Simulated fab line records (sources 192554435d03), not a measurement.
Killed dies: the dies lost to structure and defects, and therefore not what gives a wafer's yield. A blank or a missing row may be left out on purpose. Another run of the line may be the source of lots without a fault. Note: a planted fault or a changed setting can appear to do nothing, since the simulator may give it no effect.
fab line records / flow n5Finfet / part 2 of 2: steps 44 to 44 of 44
record lots=6 wafers=18 lastDay=21
route steps=1938 shown BEOL_M5@1148 BEOL_M15@1830
lots that met no fault: taken from a fault-free run of the same line
startH: hours from the record's opening day to when the first of the lot's shown wafers began / waitH: how many hours have passed since the lot's step before this one / " as in the row above / L1.1+2: a single row standing in for several wafers / - either no value or no given start / * or withheld: withheld / < > ~ a bound
route shown NAME@n: names a module that has steps shown in the file, with the first one's number in the route / usual: average and standard deviation across the fault-free wafers / same: alike in all rows / chamber/n: place in a boat / sites: per-site readings / _std_site: their standard deviation / _edge_site: mean of outer sites minus mean of inner sites / radiusMm: for every site, how far away it sits from the centre of the wafer / mask NAME#n: copy n / behind: tool/chamber where the wafer was last shaped / hold: reason for holding the lot/hours on hold/outcome of the hold / device: the n, p or np transistor that did not switch / end of line: the same wafers' tests at the end of the route / a step without rows: its recipe alone / killed: at the first sort, the dies lost to defects and structure; wafer yield is something else / map: a wafer's dies, marking killed ones x, the rest . and places with no die _
set.NAME: the setting that was run; set.NAME@STEP: the one run at that earlier step / model.NAME: the simulator's own value behind a step, which no gauge read
lots at selected steps of the route; one table per step, one row per wafer
services: a tool's chamber out of use, with start hour (startH, from the record's first day; less than 0 if before it), hours out, and reason
## steps
# step N5_BEOL_M15_RC_MEAS_101
# usual etestTempC=24.98/0.098 COMB_M10=1.46e-11/2.8e-12 COMB_M11=1.41e-11/2.9e-12 COMB_M12=6.6e-12/1.2e-12 COMB_M13=5.1e-12/1e-12 COMB_M14=3.7e-12/7.5e-13 COMB_M15=2.9e-12/4.6e-13 COMB_M6=2.5e-11/4.9e-12 COMB_M7=2.6e-11/5.6e-12 COMB_M7_max_site=3.7e-11/9.5e-12 COMB_M8=2.5e-11/4.8e-12 COMB_M9=1.5e-11/3e-12 SERP_M10=3.12/0.12 SERP_M11=3.11/0.1 SERP_M11_max_site=3.21/0.11 SERP_M12=0.631/0.024 SERP_M13=0.313/0.0096 SERP_M14=0.160/0.0072 SERP_M5=39.0/2.3 SERP_M5_max_site=40.5/2.4 SERP_M6=14.0/0.8 SERP_M7=14.0/0.7 SERP_M8=14.3/0.79 SERP_M9=3.12/0.11
lot.wafer=L913.1 tool=prober-01 chamber=0 startH=355.82 waitH=0.2 etestTempC=25.09 COMB_M10[S/m]=1.44e-11 COMB_M11[S/m]=1.21e-11 COMB_M12[S/m]=8.5e-12 COMB_M13[S/m]=3.9e-12 COMB_M14[S/m]=2.8e-12 COMB_M15[S/m]=2.5e-12 COMB_M6[S/m]=2.1e-11 COMB_M7[S/m]=2.9e-11 COMB_M7_max_site[S/m]=3.5e-11 COMB_M8[S/m]=3.3e-11 COMB_M9[S/m]=1.1e-11 SERP_M10[ohm/um]=3.03 SERP_M11[ohm/um]=3.15 SERP_M11_max_site[ohm/um]=3.31 SERP_M12[ohm/um]=0.623 SERP_M13[ohm/um]=0.303 SERP_M14[ohm/um]=0.158 SERP_M5[ohm/um]=43.1 SERP_M5_max_site[ohm/um]=44.6 SERP_M6[ohm/um]=13.7 SERP_M7[ohm/um]=13.7 SERP_M8[ohm/um]=15.2 SERP_M9[ohm/um]=3.28
lot.wafer=L913.5 tool=prober-01 chamber=0 startH=355.82 waitH=0.2 etestTempC=25.06 COMB_M10[S/m]=1.22e-11 COMB_M11[S/m]=1.44e-11 COMB_M12[S/m]=6.3e-12 COMB_M13[S/m]=4.6e-12 COMB_M14[S/m]=3.6e-12 COMB_M15[S/m]=2.7e-12 COMB_M6[S/m]=2.5e-11 COMB_M7[S/m]=1.9e-11 COMB_M7_max_site[S/m]=2.7e-11 COMB_M8[S/m]=3.1e-11 COMB_M9[S/m]=1.5e-11 SERP_M10[ohm/um]=3.03 SERP_M11[ohm/um]=3.01 SERP_M11_max_site[ohm/um]=3.14 SERP_M12[ohm/um]=0.652 SERP_M13[ohm/um]=0.303 SERP_M14[ohm/um]=0.154 SERP_M5[ohm/um]=38.4 SERP_M5_max_site[ohm/um]=40.2 SERP_M6[ohm/um]=14.8 SERP_M7[ohm/um]=14.2 SERP_M8[ohm/um]=14.1 SERP_M9[ohm/um]=3.14
lot.wafer=L913.6 tool=prober-01 chamber=0 startH=355.82 waitH=0.2 etestTempC=25.09 COMB_M10[S/m]=1.34e-11 COMB_M11[S/m]=1.26e-11 COMB_M12[S/m]=6.3e-12 COMB_M13[S/m]=3.8e-12 COMB_M14[S/m]=4.3e-12 COMB_M15[S/m]=3.1e-12 COMB_M6[S/m]=2e-11 COMB_M7[S/m]=2e-11 COMB_M7_max_site[S/m]=2.7e-11 COMB_M8[S/m]=3.1e-11 COMB_M9[S/m]=1e-11 SERP_M10[ohm/um]=3.02 SERP_M11[ohm/um]=3.11 SERP_M11_max_site[ohm/um]=3.23 SERP_M12[ohm/um]=0.637 SERP_M13[ohm/um]=0.299 SERP_M14[ohm/um]=0.170 SERP_M5[ohm/um]=38.3 SERP_M5_max_site[ohm/um]=39.0 SERP_M6[ohm/um]=13.8 SERP_M7[ohm/um]=15.5 SERP_M8[ohm/um]=13.4 SERP_M9[ohm/um]=2.89
lot.wafer=L923.1 tool=prober-02 chamber=0 startH=435.92 waitH=0.0 etestTempC=25.03 COMB_M10[S/m]=1.24e-11 COMB_M11[S/m]=1.68e-11 COMB_M12[S/m]=4.6e-12 COMB_M13[S/m]=5.2e-12 COMB_M14[S/m]=4.1e-12 COMB_M15[S/m]=2e-12 COMB_M6[S/m]=2.2e-11 COMB_M7[S/m]=2.4e-11 COMB_M7_max_site[S/m]=4.7e-11 COMB_M8[S/m]=2e-11 COMB_M9[S/m]=9e-12 SERP_M10[ohm/um]=3.14 SERP_M11[ohm/um]=3.20 SERP_M11_max_site[ohm/um]=3.38 SERP_M12[ohm/um]=0.646 SERP_M13[ohm/um]=0.300 SERP_M14[ohm/um]=0.163 SERP_M5[ohm/um]=43.8 SERP_M5_max_site[ohm/um]=44.7 SERP_M6[ohm/um]=15.0 SERP_M7[ohm/um]=14.9 SERP_M8[ohm/um]=15.2 SERP_M9[ohm/um]=3.18
lot.wafer=L923.5 tool=prober-02 chamber=0 startH=435.92 waitH=0.0 etestTempC=24.95 COMB_M10[S/m]=1.08e-11 COMB_M11[S/m]=2.17e-11 COMB_M12[S/m]=5.1e-12 COMB_M13[S/m]=6e-12 COMB_M14[S/m]=4e-12 COMB_M15[S/m]=2.2e-12 COMB_M6[S/m]=3.1e-11 COMB_M7[S/m]=2.4e-11 COMB_M7_max_site[S/m]=4.1e-11 COMB_M8[S/m]=2.3e-11 COMB_M9[S/m]=1e-11 SERP_M10[ohm/um]=3.15 SERP_M11[ohm/um]=3.25 SERP_M11_max_site[ohm/um]=3.44 SERP_M12[ohm/um]=0.639 SERP_M13[ohm/um]=0.298 SERP_M14[ohm/um]=0.163 SERP_M5[ohm/um]=42.3 SERP_M5_max_site[ohm/um]=44.2 SERP_M6[ohm/um]=15.1 SERP_M7[ohm/um]=13.6 SERP_M8[ohm/um]=14.8 SERP_M9[ohm/um]=3.18
lot.wafer=L923.6 tool=prober-02 chamber=0 startH=435.92 waitH=0.0 etestTempC=24.88 COMB_M10[S/m]=1.35e-11 COMB_M11[S/m]=1.72e-11 COMB_M12[S/m]=6.1e-12 COMB_M13[S/m]=5.4e-12 COMB_M14[S/m]=3e-12 COMB_M15[S/m]=2.6e-12 COMB_M6[S/m]=2.8e-11 COMB_M7[S/m]=2.7e-11 COMB_M7_max_site[S/m]=3.5e-11 COMB_M8[S/m]=3.3e-11 COMB_M9[S/m]=1e-11 SERP_M10[ohm/um]=2.99 SERP_M11[ohm/um]=3.03 SERP_M11_max_site[ohm/um]=3.12 SERP_M12[ohm/um]=0.660 SERP_M13[ohm/um]=0.316 SERP_M14[ohm/um]=0.145 SERP_M5[ohm/um]=39.0 SERP_M5_max_site[ohm/um]=39.5 SERP_M6[ohm/um]=13.9 SERP_M7[ohm/um]=13.0 SERP_M8[ohm/um]=15.3 SERP_M9[ohm/um]=3.22
lot.wafer=L925.3 tool=prober-01 chamber=0 startH=453.68 waitH=0.3 etestTempC=24.90 COMB_M10[S/m]=2.31e-11 COMB_M11[S/m]=1.08e-11 COMB_M12[S/m]=7.2e-12 COMB_M13[S/m]=5.5e-12 COMB_M14[S/m]=3.2e-12 COMB_M15[S/m]=2e-12 COMB_M6[S/m]=2.4e-11 COMB_M7[S/m]=2.4e-11 COMB_M7_max_site[S/m]=3e-11 COMB_M8[S/m]=2.7e-11 COMB_M9[S/m]=1.6e-11 SERP_M10[ohm/um]=3.24 SERP_M11[ohm/um]=3.10 SERP_M11_max_site[ohm/um]=3.15 SERP_M12[ohm/um]=0.616 SERP_M13[ohm/um]=0.317 SERP_M14[ohm/um]=0.157 SERP_M5[ohm/um]=39.1 SERP_M5_max_site[ohm/um]=40.2 SERP_M6[ohm/um]=13.1 SERP_M7[ohm/um]=14.4 SERP_M8[ohm/um]=14.2 SERP_M9[ohm/um]=3.06
lot.wafer=L925.4 tool=prober-01 chamber=0 startH=453.68 waitH=0.3 etestTempC=25.12 COMB_M10[S/m]=1.51e-11 COMB_M11[S/m]=1.38e-11 COMB_M12[S/m]=5.7e-12 COMB_M13[S/m]=6e-12 COMB_M14[S/m]=4.1e-12 COMB_M15[S/m]=2.8e-12 COMB_M6[S/m]=3.3e-11 COMB_M7[S/m]=2.2e-11 COMB_M7_max_site[S/m]=3.3e-11 COMB_M8[S/m]=2e-11 COMB_M9[S/m]=1.8e-11 SERP_M10[ohm/um]=3.27 SERP_M11[ohm/um]=2.99 SERP_M11_max_site[ohm/um]=3.07 SERP_M12[ohm/um]=0.607 SERP_M13[ohm/um]=0.312 SERP_M14[ohm/um]=0.155 SERP_M5[ohm/um]=41.9 SERP_M5_max_site[ohm/um]=42.7 SERP_M6[ohm/um]=15.1 SERP_M7[ohm/um]=13.5 SERP_M8[ohm/um]=14.2 SERP_M9[ohm/um]=3.06
lot.wafer=L925.5 tool=prober-01 chamber=0 startH=453.68 waitH=0.3 etestTempC=25.07 COMB_M10[S/m]=1.69e-11 COMB_M11[S/m]=1.38e-11 COMB_M12[S/m]=7.5e-12 COMB_M13[S/m]=4.9e-12 COMB_M14[S/m]=3.7e-12 COMB_M15[S/m]=2.5e-12 COMB_M6[S/m]=2e-11 COMB_M7[S/m]=2.9e-11 COMB_M7_max_site[S/m]=4.4e-11 COMB_M8[S/m]=2.7e-11 COMB_M9[S/m]=1.6e-11 SERP_M10[ohm/um]=2.92 SERP_M11[ohm/um]=3.16 SERP_M11_max_site[ohm/um]=3.24 SERP_M12[ohm/um]=0.592 SERP_M13[ohm/um]=0.327 SERP_M14[ohm/um]=0.158 SERP_M5[ohm/um]=39.0 SERP_M5_max_site[ohm/um]=41.2 SERP_M6[ohm/um]=13.2 SERP_M7[ohm/um]=14.1 SERP_M8[ohm/um]=12.7 SERP_M9[ohm/um]=2.94
lot.wafer=L934.3 tool=prober-02 chamber=0 startH=464.85 waitH=0.3 etestTempC=24.95 COMB_M10[S/m]=1.6e-11 COMB_M11[S/m]=1.78e-11 COMB_M12[S/m]=8.5e-12 COMB_M13[S/m]=5.4e-12 COMB_M14[S/m]=4.1e-12 COMB_M15[S/m]=3.6e-12 COMB_M6[S/m]=2.9e-11 COMB_M7[S/m]=2.6e-11 COMB_M7_max_site[S/m]=3.8e-11 COMB_M8[S/m]=2.2e-11 COMB_M9[S/m]=1.2e-11 SERP_M10[ohm/um]=2.97 SERP_M11[ohm/um]=3.12 SERP_M11_max_site[ohm/um]=3.21 SERP_M12[ohm/um]=0.637 SERP_M13[ohm/um]=0.319 SERP_M14[ohm/um]=0.162 SERP_M5[ohm/um]=42.3 SERP_M5_max_site[ohm/um]=44.9 SERP_M6[ohm/um]=14.0 SERP_M7[ohm/um]=13.0 SERP_M8[ohm/um]=14.1 SERP_M9[ohm/um]=2.98
lot.wafer=L934.4 tool=prober-02 chamber=0 startH=464.85 waitH=0.3 etestTempC=24.78 COMB_M10[S/m]=1.29e-11 COMB_M11[S/m]=1.09e-11 COMB_M12[S/m]=7.2e-12 COMB_M13[S/m]=3.7e-12 COMB_M14[S/m]=3.9e-12 COMB_M15[S/m]=3e-12 COMB_M6[S/m]=3.1e-11 COMB_M7[S/m]=2.5e-11 COMB_M7_max_site[S/m]=3.1e-11 COMB_M8[S/m]=2.5e-11 COMB_M9[S/m]=1.3e-11 SERP_M10[ohm/um]=3.02 SERP_M11[ohm/um]=2.96 SERP_M11_max_site[ohm/um]=3.03 SERP_M12[ohm/um]=0.639 SERP_M13[ohm/um]=0.301 SERP_M14[ohm/um]=0.150 SERP_M5[ohm/um]=37.7 SERP_M5_max_site[ohm/um]=40.0 SERP_M6[ohm/um]=14.8 SERP_M7[ohm/um]=13.8 SERP_M8[ohm/um]=14.0 SERP_M9[ohm/um]=3.05
lot.wafer=L934.6 tool=prober-02 chamber=0 startH=464.85 waitH=0.3 etestTempC=24.93 COMB_M10[S/m]=1.39e-11 COMB_M11[S/m]=1.92e-11 COMB_M12[S/m]=5.8e-12 COMB_M13[S/m]=4.1e-12 COMB_M14[S/m]=4.7e-12 COMB_M15[S/m]=3.6e-12 COMB_M6[S/m]=3.4e-11 COMB_M7[S/m]=1.6e-11 COMB_M7_max_site[S/m]=2.3e-11 COMB_M8[S/m]=2.2e-11 COMB_M9[S/m]=1.4e-11 SERP_M10[ohm/um]=3.38 SERP_M11[ohm/um]=2.99 SERP_M11_max_site[ohm/um]=3.09 SERP_M12[ohm/um]=0.613 SERP_M13[ohm/um]=0.324 SERP_M14[ohm/um]=0.150 SERP_M5[ohm/um]=52.4 SERP_M5_max_site[ohm/um]=54.3 SERP_M6[ohm/um]=15.0 SERP_M7[ohm/um]=12.9 SERP_M8[ohm/um]=14.8 SERP_M9[ohm/um]=3.16
lot.wafer=L932.1 tool=prober-01 chamber=0 startH=479.68 waitH=0.0 etestTempC=25.04 COMB_M10[S/m]=1.23e-11 COMB_M11[S/m]=1.86e-11 COMB_M12[S/m]=7.1e-12 COMB_M13[S/m]=5e-12 COMB_M14[S/m]=3.8e-12 COMB_M15[S/m]=2e-12 COMB_M6[S/m]=2.4e-11 COMB_M7[S/m]=1.8e-11 COMB_M7_max_site[S/m]=2.5e-11 COMB_M8[S/m]=2.9e-11 COMB_M9[S/m]=1.2e-11 SERP_M10[ohm/um]=3.08 SERP_M11[ohm/um]=3.01 SERP_M11_max_site[ohm/um]=3.07 SERP_M12[ohm/um]=0.604 SERP_M13[ohm/um]=0.310 SERP_M14[ohm/um]=0.154 SERP_M5[ohm/um]=41.9 SERP_M5_max_site[ohm/um]=43.0 SERP_M6[ohm/um]=14.9 SERP_M7[ohm/um]=14.8 SERP_M8[ohm/um]=14.2 SERP_M9[ohm/um]=3.13
lot.wafer=L932.5 tool=prober-01 chamber=0 startH=479.68 waitH=0.0 etestTempC=24.93 COMB_M10[S/m]=1.64e-11 COMB_M11[S/m]=1.59e-11 COMB_M12[S/m]=6.4e-12 COMB_M13[S/m]=7.4e-12 COMB_M14[S/m]=4e-12 COMB_M15[S/m]=2.9e-12 COMB_M6[S/m]=2.5e-11 COMB_M7[S/m]=2.2e-11 COMB_M7_max_site[S/m]=3.4e-11 COMB_M8[S/m]=3e-11 COMB_M9[S/m]=1e-11 SERP_M10[ohm/um]=3.01 SERP_M11[ohm/um]=3.17 SERP_M11_max_site[ohm/um]=3.22 SERP_M12[ohm/um]=0.593 SERP_M13[ohm/um]=0.334 SERP_M14[ohm/um]=0.151 SERP_M5[ohm/um]=39.6 SERP_M5_max_site[ohm/um]=40.6 SERP_M6[ohm/um]=13.9 SERP_M7[ohm/um]=14.5 SERP_M8[ohm/um]=15.5 SERP_M9[ohm/um]=3.12
lot.wafer=L932.6 tool=prober-01 chamber=0 startH=479.68 waitH=0.0 etestTempC=24.94 COMB_M10[S/m]=1.64e-11 COMB_M11[S/m]=1.61e-11 COMB_M12[S/m]=5.8e-12 COMB_M13[S/m]=4.9e-12 COMB_M14[S/m]=4.2e-12 COMB_M15[S/m]=3.6e-12 COMB_M6[S/m]=2.2e-11 COMB_M7[S/m]=1.8e-11 COMB_M7_max_site[S/m]=2.5e-11 COMB_M8[S/m]=2.7e-11 COMB_M9[S/m]=1.6e-11 SERP_M10[ohm/um]=3.28 SERP_M11[ohm/um]=3.21 SERP_M11_max_site[ohm/um]=3.32 SERP_M12[ohm/um]=0.658 SERP_M13[ohm/um]=0.316 SERP_M14[ohm/um]=0.166 SERP_M5[ohm/um]=37.2 SERP_M5_max_site[ohm/um]=38.9 SERP_M6[ohm/um]=15.9 SERP_M7[ohm/um]=14.8 SERP_M8[ohm/um]=14.7 SERP_M9[ohm/um]=3.20
lot.wafer=L931.1 tool=prober-02 chamber=0 startH=479.97 waitH=0.0 etestTempC=24.99 COMB_M10[S/m]=1.5e-11 COMB_M11[S/m]=1.71e-11 COMB_M12[S/m]=6.1e-12 COMB_M13[S/m]=4.1e-12 COMB_M14[S/m]=4e-12 COMB_M15[S/m]=2.3e-12 COMB_M6[S/m]=2e-11 COMB_M7[S/m]=2.6e-11 COMB_M7_max_site[S/m]=3.8e-11 COMB_M8[S/m]=2.5e-11 COMB_M9[S/m]=1.4e-11 SERP_M10[ohm/um]=3.05 SERP_M11[ohm/um]=3.13 SERP_M11_max_site[ohm/um]=3.19 SERP_M12[ohm/um]=0.649 SERP_M13[ohm/um]=0.327 SERP_M14[ohm/um]=0.155 SERP_M5[ohm/um]=37.2 SERP_M5_max_site[ohm/um]=38.7 SERP_M6[ohm/um]=13.2 SERP_M7[ohm/um]=12.9 SERP_M8[ohm/um]=13.7 SERP_M9[ohm/um]=3.21
lot.wafer=L931.4 tool=prober-02 chamber=0 startH=479.97 waitH=0.0 etestTempC=24.85 COMB_M10[S/m]=1.28e-11 COMB_M11[S/m]=9e-12 COMB_M12[S/m]=7.3e-12 COMB_M13[S/m]=4.1e-12 COMB_M14[S/m]=3.5e-12 COMB_M15[S/m]=2.6e-12 COMB_M6[S/m]=1.6e-11 COMB_M7[S/m]=2.7e-11 COMB_M7_max_site[S/m]=5e-11 COMB_M8[S/m]=2.5e-11 COMB_M9[S/m]=1.2e-11 SERP_M10[ohm/um]=3.20 SERP_M11[ohm/um]=3.19 SERP_M11_max_site[ohm/um]=3.28 SERP_M12[ohm/um]=0.654 SERP_M13[ohm/um]=0.298 SERP_M14[ohm/um]=0.170 SERP_M5[ohm/um]=36.4 SERP_M5_max_site[ohm/um]=38.4 SERP_M6[ohm/um]=12.2 SERP_M7[ohm/um]=15.7 SERP_M8[ohm/um]=13.5 SERP_M9[ohm/um]=3.15
lot.wafer=L931.5 tool=prober-02 chamber=0 startH=479.97 waitH=0.0 etestTempC=24.94 COMB_M10[S/m]=1.32e-11 COMB_M11[S/m]=1.18e-11 COMB_M12[S/m]=5.9e-12 COMB_M13[S/m]=5.9e-12 COMB_M14[S/m]=3.1e-12 COMB_M15[S/m]=2.7e-12 COMB_M6[S/m]=2.2e-11 COMB_M7[S/m]=2.3e-11 COMB_M7_max_site[S/m]=3.4e-11 COMB_M8[S/m]=2.5e-11 COMB_M9[S/m]=1.1e-11 SERP_M10[ohm/um]=3.27 SERP_M11[ohm/um]=3.07 SERP_M11_max_site[ohm/um]=3.33 SERP_M12[ohm/um]=0.652 SERP_M13[ohm/um]=0.325 SERP_M14[ohm/um]=0.160 SERP_M5[ohm/um]=56.7 SERP_M5_max_site[ohm/um]=58.4 SERP_M6[ohm/um]=13.4 SERP_M7[ohm/um]=14.1 SERP_M8[ohm/um]=14.8 SERP_M9[ohm/um]=3.14
# sites SERP_M5 radiusMm=0,75,75,75,75,140,140,140,140
L913.1 43.1 43.8 43.6 43.7 43.1 43.0 44.6 42.3 42.8
L923.1 44.7 44.7 43.8 44.6 44.1 42.3 41.4 40.9 43.1
L925.3 39.1 38.6 39.9 40.2 39.5 39.1 38.3 39.9 39.0
L934.3 43.3 44.9 42.4 42.1 42.3 42.5 40.3 40.2 40.3
L932.1 42.7 41.9 42.7 43.0 42.2 39.4 40.9 39.7 39.1
L931.1 36.7 37.8 38.0 38.7 37.2 36.3 37.3 36.8 36.0
## services
tool=rtpAnneal-02 chamber=- startH=255.75 hours=3.0 kind=pm
tool=cmp-03 chamber=- startH=258.56 hours=4.0 kind=pm
tool=rieDiel-06 chamber=3 startH=272.62 hours=3.0 kind=repair
tool=rieDiel-05 chamber=0 startH=278.72 hours=5.3 kind=repair
tool=rieDiel-06 chamber=0 startH=285.76 hours=6.9 kind=repair
tool=cmp-01 chamber=- startH=286.46 hours=1.1 kind=repair
tool=cmp-04 chamber=- startH=289.28 hours=0.3 kind=repair
tool=rieDiel-06 chamber=2 startH=292.73 hours=- kind=clean
tool=rieDiel-06 chamber=2 startH=292.73 hours=- kind=consumableReplace:focusRing
tool=rieDiel-06 chamber=2 startH=292.73 hours=33.7 kind=scheduledDown
tool=rieDiel-06 chamber=2 startH=292.73 hours=33.7 kind=ventCycle
tool=cmp-01 chamber=- startH=307.26 hours=7.8 kind=pm
tool=cmp-04 chamber=- startH=308.45 hours=1.2 kind=repair
tool=rieDiel-02 chamber=2 startH=317.30 hours=- kind=clean
tool=rieDiel-02 chamber=2 startH=317.30 hours=- kind=consumableReplace:focusRing
tool=rieDiel-02 chamber=2 startH=317.30 hours=12.3 kind=scheduledDown
tool=rieDiel-02 chamber=2 startH=317.30 hours=12.3 kind=ventCycle
tool=cmp-04 chamber=- startH=319.52 hours=8.4 kind=repair
tool=rieDiel-05 chamber=0 startH=344.40 hours=2.8 kind=repair
tool=cmp-03 chamber=- startH=345.46 hours=2.0 kind=repair
tool=cmp-03 chamber=- startH=351.98 hours=2.6 kind=repair
tool=rieDiel-02 chamber=1 startH=367.74 hours=5.0 kind=repair
tool=cmp-04 chamber=- startH=381.92 hours=4.0 kind=pm
tool=cmp-04 chamber=- startH=396.87 hours=3.4 kind=repair
## key
firstSign step=N5_BEOL_M5_OCD_MEAS_38 reading=trenchDepthNm direction=down sigmas=8.7 usual=71.0 struck=54.6
effect step=N5_BEOL_M5_THK_MEAS_53 reading=M5_THK direction=down sigmas=6.6 usual=61.6 struck=46.7
effect step=N5_BEOL_M5_RS_MEAS_57 reading=M5_RS direction=up sigmas=9.5 usual=0.393 struck=0.554
effect step=N5_BEOL_M15_RC_MEAS_101 reading=SERP_M5 direction=up sigmas=6.8 usual=39.0 struck=54.5
modelEffect step=N5_BEOL_M5_TRENCH_ETCH_37 value=etch.depthNm without=70.51 struck=55.18
modelEffect step=N5_BEOL_M5_CMP_52 value=Cu_of_BEOL_M5_ECD_50.thkNm without=61.7 struck=46.4
metAt N5_BEOL_M5_TRENCH_ETCH_37
struckWafers L931.5,L934.6
sortLeftOut L931.5,L934.6
onsetBetween 325.20 373.64
fault kind=processParameterDrift tool=rieDiel-02 chamber=- onsetH=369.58 steps=N5_BEOL_M5_TRENCH_ETCH_37 channel=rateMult offset=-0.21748 shape=step endH=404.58 scope=struckWafersOnly
# sortLeftOut: the simulated sort isn't trusted on such a fault, so these wafers' sort isn't shown, and their yield isn't known
